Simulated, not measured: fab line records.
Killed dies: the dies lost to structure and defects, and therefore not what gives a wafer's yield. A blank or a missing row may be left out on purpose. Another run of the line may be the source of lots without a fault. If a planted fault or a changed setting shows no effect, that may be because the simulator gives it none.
A lot that was struck, set against a sound lot | flow n5Finfet | 26 out of 1938 route steps
Sound: wafers L409.3, L409.5, L409.6. Wafers L398.1, L398.2, L398.6 were the ones struck. Last of all comes the cause.
Each step with rows lists, per side, the tool, then ch with its chambers, then its first start. Under that, the readings that differ: sound wafers | struck wafers | difference of the means | sigmas: that difference in standard deviations of wafers without a fault.
alike: same words and numbers on both sides, and readings whose means sit less than 2 such deviations apart. not compared: any withheld reading, any reading some wafer has no value for, any bound like >300 that may hide the same value, and any number with overlapping values for which the record gives no deviation.
A row with sigmas, a row that says differs or no value, or rows on one side alone: a step with any of these is where the two part. Numbers that have no deviation but don't overlap get no sigmas and don't part them. Lack of a reading on every wafer of one side parts them only where that side has two or more wafers.

first, 9 steps without rows for these wafers: N5_FIN_SAQP_COAT_49 (time 60 s, resist thk 100 nm); N5_FIN_SAQP_COAT_50 (time 60 s, resist thk 35 nm); N5_FIN_SAQP_COAT_10 (resist thk 90 nm); N5_FIN_SAQP_EBR_12; N5_FIN_SAQP_SOFTBAKE_11 (time 60 s); N5_FIN_SAQP_EXPOSE_13 (exposes mask FIN CORE, target cd 35.6 nm); N5_FIN_SAQP_PEB_14 (peb time 60 s); N5_FIN_SAQP_DEVELOP_15 (develop time 30 s); N5_FIN_SAQP_DESCUM_21 (chemistry O2, time 7.9 s).
N5_FIN_SAQP_ETCH_51: etches SiARC in CF4, target depth 45.5 nm, time 75.8 s.
  sound on rieDiel-04 ch 0,1,3, day 7 16:33; struck on rieDiel-04 ch 0,1, day 4 21:51
  no value came back on the struck wafers for any of 8 readings (biasW (W), cf4FlowSccm (sccm) and others); on the sound wafers biasW (W) reads 35.77 36.02 35.90
reading                                      | sound             | struck            | difference | sigmas
model.CAR-ArF_of_FIN_SAQP_COAT_10.thkNm (nm) | 51.22 51.27 51.33 | 83.02 82.82 83.19 | +31.74     | 
  not compared: rfHoursCounterH
N5_FIN_SAQP_ETCH_52: etches SOC in N2/H2, target depth 100 nm, overetch 20 nm, time 150 s.
  sound on rieDiel-04 ch 0,1,3, day 7 16:37; struck on rieDiel-04 ch 0,1, day 4 21:55
reading             | sound          | struck         | difference | sigmas
oesProductAu (a.u.) | 0.64 0.80 0.62 | 0.26 0.36 0.26 | -0.39      | -5
  alike: biasW, chamberPressureMTorr, drypumpMotorCurrentA, rfVppV, showerheadPlenumPTorr, throttleValvePct
  not compared: rfHoursCounterH
then, 1 step without rows for these wafers: N5_FIN_SAQP_STRIP_53 (strips in N2/H2).
N5_FIN_SAQP_HM_OPEN_73: chemistry CHF3/O2, target SiO2, stops on a-Si, target depth 12 nm, time 16.8 s.
  sound on rieDiel-04 ch 0,1,3, day 7 16:43; struck on rieDiel-04 ch 0,1, day 4 22:01
reading             | sound          | struck         | difference | sigmas
oesProductAu (a.u.) | 0.43 0.54 0.42 | 0.26 0.35 0.26 | -0.17      | -4
  alike: drypumpMotorCurrentA, oes_o_777_au, rfVppV, showerheadPlenumPTorr, throttleValvePct
  not compared: rfHoursCounterH
then, 1 step without rows for these wafers: N5_FIN_SAQP_STRIP_74 (strips in CHF3/O2).
N5_FIN_SAQP_MANDREL_ETCH_22: etches a-Si in HBr/Cl2, stops on SiNx, target depth 60 nm, bt time 10 s, time 30 s.
  sound on rieSi-01 ch 0,3, day 7 16:48; struck on rieSi-01 ch 0,1,2, day 4 22:06
reading              | sound             | struck            | difference | sigmas
oesProductAu (a.u.)  | 0.785 0.784 0.760 | 0.307 0.306 0.302 | -0.471     | -36
throttleValvePct (%) | 34.7 34.7 35.6    | 36.7 36.6 36.3    | +1.5       | +4
  alike: HBr_flow_sccm, biasW, drypumpMotorCurrentA
  not compared: rfHoursCounterH
then, 5 steps without rows for these wafers: N5_FIN_SAQP_STRIP_55 (strips in N2/H2); N5_FIN_SAQP_STRIP_23 (strips in SPM, time 750 s); N5_FIN_SAQP_SRD_66 (time 30 s); N5_FIN_SAQP_RECESS_75 (chemistry HF/NH3, target SiO2, target depth 14.4 nm, afs cycles 3, sublimation time 60 s); N5_FIN_SAQP_SPACER1_ALD_24 (deposits SiO2, target thk 20.3 nm, pulse time 1 s, purge time 2 s).
N5_FIN_SAQP_SPACER1_ETCHBACK_25: etches SiO2 in CHF3/O2, target depth 24.4 nm, time 12.2 s.
  sound on rieDiel-04 ch 1,2,3, day 7 18:48; struck on rieDiel-01 ch 0,2, day 4 23:56
reading             | sound          | struck         | difference | sigmas
oesProductAu (a.u.) | 0.90 0.72 0.74 | 0.27 0.27 0.28 | -0.51      | -7
  alike: drypumpMotorCurrentA, oes_o_777_au, rfVppV, showerheadPlenumPTorr, throttleValvePct
  not compared: rfHoursCounterH
N5_FIN_SAQP_MANDREL1_REMOVE_56: chemistry HBr/Cl2/O2, target a-Si, stops on SiNx, bt time 10 s.
  sound on rieSi-04 ch 0,1,2, day 7 18:53; struck on rieSi-02 ch 0,1, day 5 00:02
reading             | sound             | struck            | difference | sigmas
oesProductAu (a.u.) | 0.981 1.025 1.003 | 0.377 0.388 0.382 | -0.621     | -39
  alike: drypumpMotorCurrentA, oes_o_777_au, throttleValvePct
  not compared: rfHoursCounterH
N5_FIN_SAQP_CD_MEAS_27 targets a cd of 20 nm.
  sound on cdSem-01 ch 0, day 7 19:00; struck on cdSem-03 ch 0, day 5 00:08
reading   | sound             | struck | difference                    | sigmas
cdNm (nm) | 20.43 20.49 20.68 | - - -  | no value on the struck wafers | 
then, 1 step without rows for these wafers: N5_FIN_SAQP_ETCH_57 (etches SiNx in CH3F/O2, target depth 32.5 nm, time 46.4 s).
N5_BEOL_M4_RC_MEAS_101:
  the record has rows for the sound wafers here (prober-02 ch 0, day 16 15:40) and none for the struck ones
-- the record jumps here: 13 days lie between the struck wafers' starts before and after (it left off in module BEOL_M4 and takes up again in module PASSIVATION, whose first step shown is number 1936 of the route) --
N5_PASSIVATION_PROBE_49:
  only the struck wafers here have rows in the record (prober-01, day 17 21:14); the sound ones have none

WHERE THEY PART
At N5_FIN_SAQP_ETCH_51 first; at N5_PASSIVATION_PROBE_49 last (within this record only).

WHY: the cause the simulator had injected
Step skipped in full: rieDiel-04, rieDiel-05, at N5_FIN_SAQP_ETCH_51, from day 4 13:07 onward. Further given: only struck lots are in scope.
